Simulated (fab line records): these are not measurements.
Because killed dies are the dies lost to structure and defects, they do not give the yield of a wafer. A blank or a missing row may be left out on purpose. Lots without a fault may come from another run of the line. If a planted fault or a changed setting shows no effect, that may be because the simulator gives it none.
Which tool is to blame? / flow n5_finfet / 36 wafers from 12 lots sampled at 3 of the route's 1938 steps

## WHAT EACH GAUGE READ, for each wafer
N5_BEOL_M5_RS_MEAS_57: uses a four-point probe to measure.
lot=L075; measured=day 8 17:37; on=film_metro-02; M5_RS (ohm/sq)=0.384 0.386 0.424
lot=L077; measured=day 8 21:35; on=film_metro-02; M5_RS (ohm/sq)=0.404 0.377 0.377
lot=L079; measured=day 9 15:37; on=film_metro-02; M5_RS (ohm/sq)=0.379 0.366 0.385
lot=L081; measured=day 9 23:31; on=film_metro-02; M5_RS (ohm/sq)=0.376 0.380 0.393
lot=L084; measured=day 10 20:56; on=film_metro-02; M5_RS (ohm/sq)=0.384 0.392 0.380
lot=L085; measured=day 10 23:08; on=film_metro-01; M5_RS (ohm/sq)=0.408 0.390 0.382
lot=L088; measured=day 11 21:43; on=film_metro-01; M5_RS (ohm/sq)=0.354 0.362 0.373
lot=L089; measured=day 12 02:45; on=film_metro-01; M5_RS (ohm/sq)=0.413 0.416 0.400
lot=L091; measured=day 13 14:11; on=film_metro-01; M5_RS (ohm/sq)=0.401 0.370 0.403
lot=L093; measured=day 13 07:08; on=film_metro-01; M5_RS (ohm/sq)=0.359 0.379 0.361
lot=L095; measured=day 13 23:56; on=film_metro-02; M5_RS (ohm/sq)=0.362 0.375 0.386
lot=L097; measured=day 14 20:59; on=film_metro-01; M5_RS (ohm/sq)=0.383 0.386 0.383

## WHICH TOOL RAN EACH LOT (tool, then ch and the chambers of the sampled wafers, then the start)
lot=L075; N5_BEOL_M5_STRIP_91=rie_diel-05 ch 0,1,3, day 8 15:27 or earlier; N5_BEOL_M5_SPUTTER_88=pvd_sputter-01, day 8 15:27
lot=L077; N5_BEOL_M5_STRIP_91=rie_diel-05 ch 0,1,2, day 8 19:19 or earlier; N5_BEOL_M5_SPUTTER_88=pvd_sputter-02, day 8 19:19
lot=L079; N5_BEOL_M5_STRIP_91=rie_diel-03 ch 1,2,3, day 9 13:20 or earlier; N5_BEOL_M5_SPUTTER_88=pvd_sputter-03, day 9 13:20
lot=L081; N5_BEOL_M5_STRIP_91=rie_diel-03 ch 2,3, day 9 21:22 or earlier; N5_BEOL_M5_SPUTTER_88=pvd_sputter-03, day 9 21:22
lot=L084; N5_BEOL_M5_STRIP_91=rie_diel-05 ch 0,2,3, day 10 18:47 or earlier; N5_BEOL_M5_SPUTTER_88=pvd_sputter-03, day 10 18:47
lot=L085; N5_BEOL_M5_STRIP_91=rie_diel-03 ch 0,1,2, day 10 20:51 or earlier; N5_BEOL_M5_SPUTTER_88=pvd_sputter-02, day 10 20:51
lot=L088; N5_BEOL_M5_STRIP_91=rie_diel-03 ch 0,2, day 11 19:34 or earlier; N5_BEOL_M5_SPUTTER_88=pvd_sputter-02, day 11 19:34
lot=L089; N5_BEOL_M5_STRIP_91=rie_diel-04 ch 1,2, day 12 00:35 or earlier; N5_BEOL_M5_SPUTTER_88=pvd_sputter-02, day 12 00:35
lot=L091; N5_BEOL_M5_STRIP_91=rie_diel-03 ch 0,2, day 13 12:01 or earlier; N5_BEOL_M5_SPUTTER_88=pvd_sputter-02, day 13 12:01
lot=L093; N5_BEOL_M5_STRIP_91=rie_diel-03 ch 0,2,3, day 13 04:53 or earlier; N5_BEOL_M5_SPUTTER_88=pvd_sputter-01, day 13 04:53
lot=L095; N5_BEOL_M5_STRIP_91=rie_diel-03 ch 1,2,3, day 13 21:31 or earlier; N5_BEOL_M5_SPUTTER_88=pvd_sputter-01, day 13 21:31
lot=L097; N5_BEOL_M5_STRIP_91=rie_diel-05 ch 2,3, day 14 18:43 or earlier; N5_BEOL_M5_SPUTTER_88=pvd_sputter-02, day 14 18:43
- N5_BEOL_M5_STRIP_91: strips in N2/H2, time 10 s.
- N5_BEOL_M5_SPUTTER_88: material Cu, target thk 15 nm, time 27.62 s.

## THE ANSWER, worked out from the rows above alone
Rule: usual is defined by the lots themselves. Put in order of their means at a reading, lots are off if they are a third of the lots or fewer, leave a main group of 4 or more, and stand apart from it by a gap of 3 or more times the standard deviation of the main group's means; of several such gaps the widest counts. Not used: any main group whose means are identical at the precision the tables above print for the reading. Also off: a lot with no number at a reading for which 4 or more lots have one. Where the step has rows for the other lots, those lots are counted as sound.
No lot is off on any of the readings shown, so nothing can be concluded from this.

## WHAT THE SIMULATOR HAD INSERTED
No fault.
